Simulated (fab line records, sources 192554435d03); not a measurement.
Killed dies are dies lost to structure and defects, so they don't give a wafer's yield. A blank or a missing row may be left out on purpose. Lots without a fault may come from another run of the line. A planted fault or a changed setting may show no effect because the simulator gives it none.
fab line records | flow n5_finfet | part 2 of 2: steps 5 to 6 of 6
record lots=20 wafers=60 last_day=17
route steps=1938 shown BEOL_M9@1440 BEOL_M10@1474
lots that met no fault: from a run of the same line without faults
start_h: hours from the record's first day to the start of the lot's first wafer shown | wait_h: hours since the lot's step before | " the same as in the row above | L1.1+2: a row that stands for several wafers | - no value, or no start given | * or withheld: withheld | < > ~ a bound
route shown NAME@n: a module of which the file shows steps, and the number in the route of the first | usual: mean/standard deviation of fault-free wafers | same: alike in all rows | chamber/n: place in a boat | sites: the reading at each site | _std_site: their standard deviation | _edge_site: outer sites' mean less inner sites' | radius_mm: how far each site lies from the wafer's centre | mask NAME#n: copy n | behind: the tool/chamber that last shaped the wafer | hold: why the lot was held/for how many hours/how that ended | device: the transistor (n, p or np) that didn't switch | end of line: the same wafers' tests at the end of the route | a step without rows: its recipe alone | killed: dies lost to structure and defects at the first sort, not the wafer's yield | map: a wafer's dies, x killed, . not, _ none there
set.NAME: the setting as run; set.NAME@STEP: as run at that earlier step | model.NAME: the simulator's own value behind a step, which no gauge read
steps of the route over a sample of lots; a table a step, a row a wafer
services: from which hour (start_h, from the record's first day; less than 0 if before it) a tool's chamber was out of use, for how many hours, and why
## steps
# step N5_BEOL_M10_CD_MEAS_28
# recipe target_cd_nm=70 landing_energy_ev=500 detector=se_inlens polarity=opening
# usual cd_nm=70.4/0.98
# columns lot.wafer tool chamber start_h wait_h cd_nm
L075.1 cd_sem-01 0 227.27 - 70.4
L075.3 " 0 " " 70.2
L075.5 " 0 " " 70.5
L074.2 cd_sem-01 0 230.18 - 69.6
L074.3 " 0 " " 69.7
L074.6 " 0 " " 70.4
L076.2 cd_sem-03 0 239.06 - 69.7
L076.3 " 0 " " 69.7
L076.5 " 0 " " 69.9
L077.3 cd_sem-02 0 247.28 - 70.5
L077.5 " 0 " " 70.3
L077.6 " 0 " " 70.4
L078.2 cd_sem-03 0 252.36 - 70.8
L078.4 " 0 " " 70.3
L078.6 " 0 " " 69.2
L080.1 cd_sem-01 0 265.06 - 70.7
L080.3 " 0 " " 69.9
L080.5 " 0 " " 69.2
L081.1 cd_sem-03 0 272.99 - 71.0
L081.3 " 0 " " 70.9
L081.6 " 0 " " 69.6
L079.2 cd_sem-03 0 273.16 - 71.4
L079.3 " 0 " " 72.1
L079.6 " 0 " " 71.1
L083.3 cd_sem-03 0 277.04 - 70.3
L083.4 " 0 " " 69.6
L083.5 " 0 " " 70.4
L084.1 cd_sem-03 0 293.56 - 72.2
L084.2 " 0 " " 73.2
L084.4 " 0 " " 70.1
L085.2 cd_sem-02 0 302.12 - 68.9
L085.3 " 0 " " 70.1
L085.5 " 0 " " 70.1
L086.1 cd_sem-03 0 302.28 - 69.8
L086.4 " 0 " " 71.5
L086.6 " 0 " " 69.4
L089.4 cd_sem-03 0 312.53 - 71.4
L089.5 " 0 " " 70.8
L089.6 " 0 " " 71.8
L087.1 cd_sem-03 0 312.82 - 70.8
L087.4 " 0 " " 70.0
L087.5 " 0 " " 69.3
L088.2 cd_sem-02 0 312.86 - 69.4
L088.5 " 0 " " 72.3
L088.6 " 0 " " 71.5
L090.1 cd_sem-03 0 320.03 - 69.4
L090.2 " 0 " " 69.3
L090.6 " 0 " " 71.1
L094.1 cd_sem-03 0 336.39 - 69.4
L094.5 " 0 " " 70.9
L094.6 " 0 " " 70.7
L092.1 cd_sem-01 0 336.60 - 70.7
L092.2 " 0 " " 70.7
L092.6 " 0 " " 70.9
L095.1 cd_sem-01 0 358.41 - 70.9
L095.2 " 0 " " 71.0
L095.4 " 0 " " 71.0
L096.2 cd_sem-03 0 360.65 - 69.5
L096.3 " 0 " " 69.2
L096.5 " 0 " " 70.5
# step N5_BEOL_M10_ETCH_41
# recipe chemistry=CH3F/O2 target=SiCN target_depth_a=426 taper_deg=2 time_s=86 ion_energy_ev=120 mask_material=TiN pressure_mtorr=30 source_w=395 bias_w=75 Ar_flow_sccm=150 CH3F_flow_sccm=30 O2_flow_sccm=20
# usual drypump_motor_current_A=5.9/0.43 mfc_ar_sccm=150.0/0.44 oes_product_au=0.82/0.11 rf_fwd_power_W=392.0/1.7 rf_vpp_V=297.1/1.4 showerhead_plenum_p_Torr=1.99/0.062 throttle_valve_pct=16.26/0.25
# columns lot.wafer tool chamber start_h wait_h drypump_motor_current_A mfc_ar_sccm oes_product_au rf_fwd_power_W rf_hours_counter_h rf_vpp_V showerhead_plenum_p_Torr throttle_valve_pct
L075.1 rie_diel-03 2 - - 5.5 149.9 1.00 391.7 2 297.8 1.96 15.90
L075.3 " 1 " " 6.3 150.4 0.75 393.3 136 297.8 2.01 16.41
L075.5 " 1 " " 6.3 149.9 0.76 392.1 - 298.8 2.01 16.41
L074.2 rie_diel-03 1 - - 6.3 149.6 0.75 390.3 138 298.0 2.01 16.41
L074.3 " 2 " " 5.5 150.4 1.00 391.9 4 296.3 1.96 15.92
L074.6 " 3 " " 5.9 151.1 0.70 389.5 - 295.2 1.98 16.18
L076.2 rie_diel-02 1 - - 5.4 149.9 0.70 391.5 207 298.8 2.08 16.33
L076.3 " 0 " " 6.4 150.4 0.73 390.8 169 293.7 1.83 16.49
L076.5 " 1 " " 5.4 150.2 0.71 391.8 - 299.0 2.08 16.31
L077.3 rie_diel-05 0 - - 5.8 150.0 0.69 392.0 245 299.6 2.05 16.32
L077.5 " 2 " " 5.5 150.3 0.88 388.9 - 297.0 1.95 16.01
L077.6 " 3 " " 6.5 150.3 0.69 393.5 - 300.3 2.06 16.68
L078.2 rie_diel-05 3 - - 6.5 150.3 0.69 394.6 230 298.5 2.06 16.68
L078.4 " 0 " " 5.8 149.4 0.69 391.6 248 299.4 2.05 16.33
L078.6 " 3 " " 6.5 150.0 0.69 394.3 - 298.6 2.06 16.68
L080.1 rie_diel-05 2 - - 5.5 149.7 0.86 387.9 48 296.6 1.95 16.02
L080.3 " 1 " " 5.2 150.0 0.68 392.7 247 297.6 2.06 16.69
L080.5 " 3 " " 6.5 150.4 0.69 393.3 - 299.2 2.06 16.67
L081.1 rie_diel-03 2 - - 5.5 150.6 0.95 392.1 18 295.9 1.96 15.94
L081.3 " 0 " " 6.3 149.1 0.97 392.4 10 296.8 1.95 16.05
L081.6 " 1 " " 6.3 149.4 0.74 393.7 - 295.7 2.01 16.42
L079.2 rie_diel-02 3 - - 6.0 149.8 0.80 393.8 82 296.2 1.93 16.36
L079.3 " 2 " " 5.8 149.5 0.89 392.1 25 297.6 1.96 16.15
L079.6 " 3 " " 6.0 150.0 0.81 395.0 - 297.0 1.93 16.36
L083.3 rie_diel-05 2 - - 5.5 149.7 0.85 388.9 53 296.0 1.95 16.03
L083.4 " 3 " " 6.5 149.7 0.68 390.1 - 298.6 2.06 16.69
L083.5 " 2 " " 5.5 149.7 0.86 388.9 - 295.5 1.95 16.03
L084.1 rie_diel-05 2 - - 5.5 151.2 0.85 387.7 61 295.4 1.95 16.04
L084.2 " 1 " " 5.1 150.1 1.01 392.4 0 297.4 2.06 16.26
L084.4 " 3 " " 6.5 149.8 0.68 392.1 246 298.0 2.06 16.72
L085.2 rie_diel-03 2 - - 5.4 150.2 0.93 391.2 29 297.1 1.95 15.96
L085.3 " 3 " " 5.9 150.1 0.69 392.4 238 295.8 1.97 16.21
L085.5 " 1 " " 6.3 150.0 0.73 393.1 - 297.5 2.00 16.48
L086.1 rie_diel-05 1 - - 5.1 150.2 1.00 393.8 3 296.8 2.05 16.27
L086.4 " 2 " " 5.5 150.7 0.84 390.9 64 297.5 1.95 16.05
L086.6 " 1 " " 5.1 149.7 0.99 393.2 - 299.0 2.05 16.26
L089.4 rie_diel-03 2 - - 5.5 150.2 0.92 393.0 - 297.4 1.95 15.99
L089.5 " 0 " " 6.3 150.7 0.94 392.6 - 298.6 1.95 16.08
L089.6 " 1 " " 6.3 150.8 0.74 391.9 - 297.1 2.00 16.47
L087.1 rie_diel-02 1 - - 5.4 149.4 0.68 392.1 234 297.1 2.07 16.38
L087.4 " 3 " " 6.0 150.1 0.79 392.0 97 295.3 1.92 16.38
L087.5 " 2 " " 5.8 149.8 0.86 390.1 - 297.1 1.95 16.17
L088.2 rie_diel-03 2 - - 5.5 149.9 0.92 395.8 34 296.0 1.95 15.99
L088.5 " 1 " " 6.3 149.7 0.73 392.0 - 296.5 2.00 16.45
L088.6 " 0 " " 6.3 150.0 0.94 388.9 - 297.0 1.95 16.09
L090.1 rie_diel-02 1 - - 5.4 150.3 0.67 392.1 236 298.3 2.07 16.38
L090.2 " 0 " " 6.3 150.2 0.72 393.1 197 295.4 1.83 16.56
L090.6 " 0 " " 6.3 150.1 0.72 393.7 - 293.6 1.83 16.55
L094.1 rie_diel-02 1 - - 5.3 149.6 0.68 391.5 243 298.9 2.07 16.38
L094.5 " 2 " " 5.8 150.0 0.86 390.7 - 295.2 1.95 16.18
L094.6 " 3 " " 5.9 149.7 0.78 395.0 - 295.3 1.92 16.41
L092.1 rie_diel-03 3 - - 5.9 150.5 0.69 391.5 250 296.8 1.97 16.25
L092.2 " 1 " " 6.4 150.2 0.73 390.7 175 297.7 2.00 16.48
L092.6 " 3 " " 5.9 149.9 0.68 393.6 - 296.6 1.97 16.25
L095.1 rie_diel-03 0 - - 6.3 149.1 0.91 392.2 44 297.7 1.94 16.11
L095.2 " 2 " " 5.5 150.0 0.88 392.1 53 297.0 1.95 16.01
L095.4 " 1 " " 6.4 149.9 0.72 391.7 184 298.5 2.00 16.49
L096.2 rie_diel-05 0 - - 5.8 150.3 0.91 393.6 34 298.0 2.04 15.88
L096.3 " 3 " " 6.5 149.2 0.95 391.5 12 296.4 2.05 16.29
L096.5 " 3 " " 6.5 149.8 0.95 390.8 - 297.5 2.05 16.26
## services
# columns tool chamber start_h hours kind
rie_diel-03 1 217.32 3.5 repair
rie_diel-06 3 242.81 - clean
rie_diel-06 3 242.81 - consumable_replace:focus_ring
rie_diel-06 3 242.81 17.0 scheduled_down
rie_diel-06 3 242.81 17.0 vent_cycle
rie_diel-01 2 244.51 16.5 repair
rie_diel-05 3 253.97 1.8 repair
pvd_sputter-03 - 254.06 7.5 repair
rie_diel-05 0 257.65 - clean
rie_diel-02 1 259.41 3.0 repair
rie_diel-02 0 272.35 6.4 repair
rie_diel-03 3 272.91 8.3 repair
rie_diel-06 0 287.07 4.0 repair
rie_diel-01 1 288.75 1.8 repair
rie_diel-03 2 308.08 2.5 repair
rie_diel-03 3 308.34 5.9 repair
rie_diel-03 1 314.59 8.3 repair
rie_diel-01 2 333.70 4.4 repair
rie_diel-05 2 335.38 4.5 repair
rie_diel-01 3 341.29 5.2 repair
rie_diel-02 1 349.06 28.8 repair
pvd_sputter-01 - 351.60 5.5 repair
rie_diel-01 1 352.93 1.8 repair
rie_diel-04 1 357.76 5.1 repair
